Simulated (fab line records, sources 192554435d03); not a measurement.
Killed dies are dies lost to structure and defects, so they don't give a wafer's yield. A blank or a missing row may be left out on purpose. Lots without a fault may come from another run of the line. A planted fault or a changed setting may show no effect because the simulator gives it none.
fab line records | flow n5_finfet
record lots=10 wafers=25 last_day=18
route steps=1938 shown BEOL_M0@721 BEOL_M4@1111
lots that met no fault: from a run of the same line without faults
start_h: hours from the record's first day to the start of the lot's first wafer shown | wait_h: hours since the lot's step before | " the same as in the row above | L1.1+2: a row that stands for several wafers | - no value, or no start given | * or withheld: withheld | < > ~ a bound
route shown NAME@n: a module of which the file shows steps, and the number in the route of the first | usual: mean/standard deviation of fault-free wafers | same: alike in all rows | chamber/n: place in a boat | sites: the reading at each site | _std_site: their standard deviation | _edge_site: outer sites' mean less inner sites' | radius_mm: how far each site lies from the wafer's centre | mask NAME#n: copy n | behind: the tool/chamber that last shaped the wafer | hold: why the lot was held/for how many hours/how that ended | device: the transistor (n, p or np) that didn't switch | end of line: the same wafers' tests at the end of the route | a step without rows: its recipe alone | killed: dies lost to structure and defects at the first sort, not the wafer's yield | map: a wafer's dies, x killed, . not, _ none there
set.NAME: the setting as run; set.NAME@STEP: as run at that earlier step | model.NAME: the simulator's own value behind a step, which no gauge read
steps of the route over a sample of lots; a table a step, a row a wafer
services: from which hour (start_h, from the record's first day; less than 0 if before it) a tool's chamber was out of use, for how many hours, and why
## steps
# step N5_BEOL_M0_TRENCH_ETCH_107
# recipe chemistry=C4F6/O2 target_depth_a=328 target=SiOC time_s=16.4 ion_energy_ev=250 pressure_mtorr=30 source_w=355 bias_w=185 Ar_flow_sccm=300 C4F6_flow_sccm=10 O2_flow_sccm=10
# usual O2_flow_sccm=10.00/0.034 drypump_motor_current_A=5.6/0.51 oes_product_au=0.77/0.082 rf_vpp_V=657/17 showerhead_plenum_p_Torr=2.87/0.063 throttle_valve_pct=20.92/0.28
# columns lot.wafer tool chamber start_h wait_h O2_flow_sccm drypump_motor_current_A oes_product_au rf_hours_counter_h rf_vpp_V showerhead_plenum_p_Torr throttle_valve_pct
L253.1 rie_diel-02 3 120.21 0.0 10.00 5.3 0.67 228 635 2.91 21.09
L253.5 " 1 " " 10.00 5.8 0.79 - 667 2.88 21.16
L253.6 " 0 " " 9.98 6.2 0.71 - 685 2.94 21.26
L255.4 rie_diel-02 3 137.77 0.0 9.97 5.3 0.68 235 633 2.91 21.11
L255.5 " 0 " " 10.02 6.2 0.71 - 683 2.94 21.27
L255.6 " 3 " " 10.01 5.3 0.68 - 632 2.91 21.11
L258.1 rie_diel-06 0 149.83 0.0 9.97 5.3 0.74 167 643 2.96 21.12
L258.3 " 1 " " 9.94 6.5 0.85 65 664 2.88 20.34
L258.4 " 3 " " 9.97 4.8 0.91 - 676 2.79 20.29
L259.3 rie_diel-06 3 156.15 0.0 9.96 4.8 0.89 25 675 2.79 20.29
L259.4 " 0 " " 9.99 5.3 0.74 - 643 2.96 21.14
L259.5 " 3 " " 9.97 4.8 0.90 - 676 2.78 20.28
L265.1 rie_diel-02 1 190.56 0.0 9.97 5.7 0.76 140 665 2.86 21.19
L265.3 " 0 " " 10.00 6.2 0.69 224 685 2.93 21.29
L270.3 rie_diel-06 2 222.15 0.0 9.97 5.4 0.94 16 673 2.87 20.65
L270.4 " 0 " " 10.02 5.3 0.73 188 643 2.95 21.16
L272.1 rie_diel-02 0 231.05 0.0 9.91 6.1 0.68 237 682 2.92 21.32
L272.6 " 3 " " 10.03 5.3 0.93 - 632 2.89 20.94
L273.2 rie_diel-06 0 241.31 0.0 10.00 5.3 0.72 196 642 2.95 21.16
L273.5 " 3 " " 10.02 4.8 0.86 - 675 2.77 20.35
L274.1 rie_diel-05 0 244.90 0.0 10.05 6.3 0.76 145 640 2.75 20.87
L274.4 " 0 " " 10.02 6.3 0.77 - 640 2.75 20.86
L275.1 rie_diel-02 3 246.17 0.0 10.06 5.3 0.90 18 633 2.89 20.95
L275.3 " 0 " " 10.02 6.2 0.67 244 682 2.92 21.32
L275.5 " 3 " " 10.00 5.3 0.91 - 634 2.89 20.97
# step N5_BEOL_M0_STRIP_142
# recipe chemistry=N2/H2 time_s=10 power_w=450 temp_c=40 pressure_mtorr=20 rf_frequency_hz=6e+07 bias_power_w=7 n2_flow_sccm=200 h2_flow_sccm=200
# usual drypump_motor_current_A=5.6/0.51 h2_flow_sccm=199.9/0.66 oes_product_au=0.77/0.085 rf_vpp_V=59.2/0.82 showerhead_plenum_p_Torr=2.56/0.071 throttle_valve_pct=23.7/0.43
# columns lot.wafer tool chamber start_h wait_h drypump_motor_current_A h2_flow_sccm oes_product_au rf_hours_counter_h rf_vpp_V showerhead_plenum_p_Torr throttle_valve_pct
L253.1 rie_diel-02 3 120.23 0.0 5.4 200.8 0.68 228 59.5 2.60 23.7
L253.5 " 1 " " 5.8 200.3 0.79 - 60.2 2.57 24.1
L253.6 " 0 " " 6.2 198.4 0.72 - 60.1 2.63 23.9
L255.4 rie_diel-02 3 137.79 0.0 5.3 200.2 0.68 235 58.2 2.60 23.7
L255.5 " 0 " " 6.2 199.7 0.70 - 59.8 2.62 23.9
L255.6 " 3 " " 5.3 199.4 0.69 - 59.6 2.60 23.7
L258.1 rie_diel-06 0 149.85 0.0 5.3 201.5 0.76 167 61.4 2.63 23.7
L258.3 " 1 " " 6.5 199.9 0.85 65 59.3 2.59 23.5
L258.4 " 3 " " 4.8 200.2 0.93 - 58.6 2.49 23.2
L259.3 rie_diel-06 3 156.17 0.0 4.8 199.5 0.92 25 58.9 2.49 23.2
L259.4 " 0 " " 5.3 201.0 0.76 - 61.3 2.63 23.7
L259.5 " 3 " " 4.8 199.2 0.91 - 57.9 2.49 23.2
L265.1 rie_diel-02 1 190.59 0.0 5.8 199.5 0.75 140 57.9 2.56 24.2
L265.3 " 0 " " 6.1 200.8 0.68 224 59.3 2.61 24.0
L270.3 rie_diel-06 2 222.17 0.0 5.4 201.4 0.95 16 59.7 2.58 23.4
L270.4 " 0 " " 5.3 199.5 0.74 188 58.7 2.62 23.7
L272.1 rie_diel-02 0 231.07 0.0 6.2 198.4 0.67 237 60.1 2.61 24.0
L272.6 " 3 " " 5.3 200.0 0.93 - 59.4 2.59 23.8
L273.2 rie_diel-06 0 241.34 0.0 5.3 200.5 0.73 196 58.7 2.61 23.7
L273.5 " 3 " " 4.8 200.3 0.86 - 58.4 2.48 23.2
L274.1 rie_diel-05 0 244.93 0.0 6.3 200.8 0.78 145 58.2 2.41 23.1
L274.4 " 0 " " 6.3 201.4 0.78 - 58.2 2.41 23.1
L275.1 rie_diel-02 3 246.19 0.0 5.4 200.0 0.90 18 59.4 2.58 23.8
L275.3 " 0 " " 6.2 201.3 0.67 244 59.0 2.61 24.0
L275.5 " 3 " " 5.3 199.6 0.91 - 60.6 2.58 23.8
# step N5_BEOL_M0_ANNEAL_133
# recipe temp_c=400 time_s=60 ambient=vacuum
# usual heater_power_w=829/90
# columns lot.wafer tool chamber start_h wait_h heater_power_w
L253.1 pvd_sputter-02 - 122.95 0.0 729
L253.5 " - " " 906
L253.6 " - " " 850
L255.4 pvd_sputter-03 - 139.63 0.0 794
L255.5 " - " " 822
L255.6 " - " " 788
L258.1 pvd_sputter-02 - 151.46 0.0 750
L258.3 " - " " 850
L258.4 " - " " 717
L259.3 pvd_sputter-01 - 157.76 0.0 770
L259.4 " - " " 759
L259.5 " - " " 812
L265.1 pvd_sputter-01 - 191.90 0.1 861
L265.3 " - " " 758
L270.3 pvd_sputter-03 - 224.51 0.0 811
L270.4 " - " " 794
L272.1 pvd_sputter-02 - 234.13 0.0 833
L272.6 " - " " 734
L273.2 pvd_sputter-03 - 244.57 0.0 842
L273.5 " - " " 785
L274.1 pvd_sputter-01 - 247.13 0.0 903
L274.4 " - " " 1067
L275.1 pvd_sputter-01 - 248.08 0.0 831
L275.3 " - " " 741
L275.5 " - " " 1052
# step N5_BEOL_M0_ECD_118
# recipe material=Cu target_thk_a=3000
# columns lot.wafer tool chamber start_h wait_h
L253.1+5+6 ecd_cu-02 0,1,0 123.22 0.1
L255.4+5+6 ecd_cu-02 1,0,1 139.93 0.1
L258.1+3+4 ecd_cu-01 0,1,0 151.74 0.1
L259.3+4+5 ecd_cu-01 0,1,1 158.09 0.1
L265.1+3 ecd_cu-01 0,1 192.24 0.1
L270.3+4 ecd_cu-01 0,1 224.80 0.1
L272.1+6 ecd_cu-01 0 234.40 0.1
L273.2+5 ecd_cu-02 1,0 244.85 0.1
L274.1+4 ecd_cu-02 1 247.44 0.1
L275.1+3+5 ecd_cu-02 0,1,0 248.38 0.1
# step N5_BEOL_M0_CMP_120
# recipe stop_on=SiOC t_overpolish_s=6.9 down_force_psi=1 platen_rpm=50 clearing_platen_down_force_psi=1.5 clearing_platen_rpm=50 post_cmp_clean=cu_alkaline clearing_platen_pad_velocity_m_s=0.99484 pad_velocity_m_s=0.99484
# usual motor_current_A=5.9/0.57 time_to_endpoint_s=61/4.1
# columns lot.wafer tool chamber start_h wait_h motor_current_A time_to_endpoint_s
L253.1 cmp-04 0 123.60 0.3 6.4 63
L253.6 " 0 " " 6.3 61
L253.5 " 1 " " 6.8 64
L255.4 cmp-02 0 140.36 0.2 5.9 60
L255.5 " 2 " " 4.6 66
L255.6 " 3 " " 5.8 59
L258.3 cmp-02 2 152.11 0.2 4.5 67
L258.1 " 3 " " 5.8 59
L258.4 " 0 " " 5.8 66
L259.4 cmp-04 0 158.52 0.2 6.1 63
L259.3 " 1 " " 7.1 66
L259.5 " 2 " " 6.0 60
L265.3 cmp-03 0 192.79 0.2 5.9 51
L265.1 " 1 " " 6.7 60
L270.3 cmp-04 3 225.81 0.3 6.0 55
L270.4 " 0 " " 6.2 32
L272.1 cmp-04 1 234.78 0.3 6.9 36
L272.6 " 1 " " 6.7 67
L273.2 cmp-02 0 245.32 0.2 6.1 65
L273.5 " 0 " " 5.8 64
L274.4 cmp-04 2 247.83 0.1 5.9 64
L274.1 " 3 " " 6.0 59
L275.1 cmp-03 1 248.76 0.3 6.2 65
L275.3 " 0 " " 5.6 58
L275.5 " 2 " " 5.7 63
# step N5_BEOL_M4_RC_MEAS_101
# usual DIBL_N=36.5/2.2 DIBL_P=36.9/2.9 IOFF_N=0.17/0.044 IOFF_P=0.22/0.052 ION_N=671/16 ION_P=461/10 SS_N=71.6/0.73 SS_P=73.5/0.79 VT_N=250/4.1 VT_P=-250/4.1
# columns lot.wafer tool chamber start_h wait_h DIBL_N[mV/V] DIBL_P[mV/V] IOFF_N[nA/um] IOFF_P[nA/um] ION_N[uA/um] ION_P[uA/um] SS_N[mV/dec] SS_P[mV/dec] VT_N[mV] VT_P[mV]
L253.1 prober-01 0 178.63 0.0 34.2 34.7 0.12 0.16 667 455 70.9 72.1 253 -255
L253.5 " 0 " " 35.1 37.1 0.13 0.19 674 463 71.0 72.9 252 -254
L253.6 " 0 " " 32.4 30.0 0.09 0.10 647 440 70.4 71.1 260 -262
L255.4 prober-01 0 203.46 0.5 34.2 34.5 0.11 0.18 655 451 71.1 72.1 258 -254
L255.5 " 0 " " 37.0 38.1 0.16 0.22 655 448 72.2 73.3 250 -252
L255.6 " 0 " " 35.7 37.1 0.13 0.21 668 463 71.2 72.9 252 -251
L258.1 prober-02 0 207.74 0.0 36.2 37.7 0.19 0.27 680 476 71.6 73.3 245 -245
L258.3 " 0 " " 35.3 36.1 0.17 0.24 671 462 70.7 73.0 249 -247
L258.4 " 0 " " 36.0 37.1 0.16 0.24 668 467 71.7 74.0 251 -249
L259.3 prober-01 0 213.08 0.3 37.5 38.7 0.20 0.24 692 466 72.0 74.6 246 -251
L259.4 " 0 " " 34.3 35.8 0.14 0.20 654 450 71.6 73.7 253 -252
L259.5 " 0 " " 36.0 36.9 0.16 0.20 671 457 72.1 73.9 251 -249
L265.1 prober-02 0 258.56 0.0 33.5 34.2 0.13 0.19 665 461 71.0 72.3 251 -248
L265.3 " 0 " " 37.1 38.5 0.20 0.26 674 464 72.0 73.7 246 -246
L270.3 prober-02 0 290.93 0.3 38.4 41.1 0.23 0.30 700 477 71.5 74.3 240 -246
L270.4 " 0 " " 37.3 39.9 0.18 0.30 656 459 71.9 74.1 248 -244
L272.1 prober-02 0 296.85 0.0 38.8 40.5 0.21 0.25 686 460 72.5 73.7 245 -250
L272.6 " 0 " " 36.5 37.3 0.18 0.20 669 453 71.7 73.7 245 -250
L273.2 prober-02 0 315.73 0.2 35.1 34.2 0.16 0.24 682 478 71.1 72.9 251 -243
L273.5 " 0 " " 40.6 41.2 0.31 0.38 707 487 72.5 74.8 241 -238
L275.1 prober-01 0 317.82 0.0 35.3 35.5 0.14 0.18 666 461 70.9 73.1 250 -252
L275.3 " 0 " " 38.1 38.7 0.18 0.23 674 463 71.7 74.3 247 -249
L275.5 " 0 " " 37.8 39.4 0.17 0.25 668 461 71.4 74.4 248 -252
L274.1 prober-02 0 318.22 0.0 38.1 37.4 0.16 0.24 648 447 71.6 74.0 252 -250
L274.4 " 0 " " 36.0 34.1 0.12 0.16 654 448 71.5 72.8 256 -254
## services
# columns tool chamber start_h hours kind
ecd_cu-01 - 98.98 4.2 repair
cmp-02 - 103.92 0.5 repair
rie_diel-05 1 121.32 1.8 repair
rie_diel-06 2 144.60 - clean
rie_diel-06 2 144.60 - consumable_replace:focus_ring
rie_diel-06 2 144.60 14.3 scheduled_down
rie_diel-06 2 144.60 14.3 vent_cycle
pvd_sputter-02 - 146.23 1.1 repair
cmp-03 - 151.95 0.4 repair
cmp-02 - 157.98 0.8 repair
rie_diel-06 1 173.12 2.4 repair
rie_diel-06 0 174.16 8.3 repair
rie_diel-02 3 177.94 - clean
rie_diel-02 3 177.94 - consumable_replace:focus_ring
rie_diel-02 3 177.94 17.6 scheduled_down
rie_diel-02 3 177.94 17.6 vent_cycle
cmp-03 - 194.07 0.9 repair
rie_diel-05 3 211.18 8.2 repair
cmp-04 - 214.50 2.1 repair
rie_diel-05 1 231.51 7.3 repair
cmp-02 - 239.43 4.0 pm
cmp-03 - 240.10 2.5 repair
cmp-04 - 242.86 4.0 pm
cmp-04 - 246.86 - consumable_replace:conditioner
## key
first_sign step=N5_BEOL_M0_CMP_120 reading=time_to_endpoint_s direction=down sigmas=6.6 usual=* struck=*
effect none on later readings
met_at N5_BEOL_M0_ECD_118
struck_lots L270,L272
struck_wafers L270.4,L272.1
not_acting_at N5_BEOL_M0_TRENCH_ETCH_107,N5_BEOL_M0_STRIP_142,N5_BEOL_M0_ANNEAL_133
onset_between 192.24 224.80
fault kind=process_parameter_drift tool=ecd_cu-01 chamber=- onset_h=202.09 steps=N5_BEOL_M0_ECD_118 channel=target_thk_a offset=* shape=step end_h=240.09 scope=struck_wafers_only acts_in=* stated=*
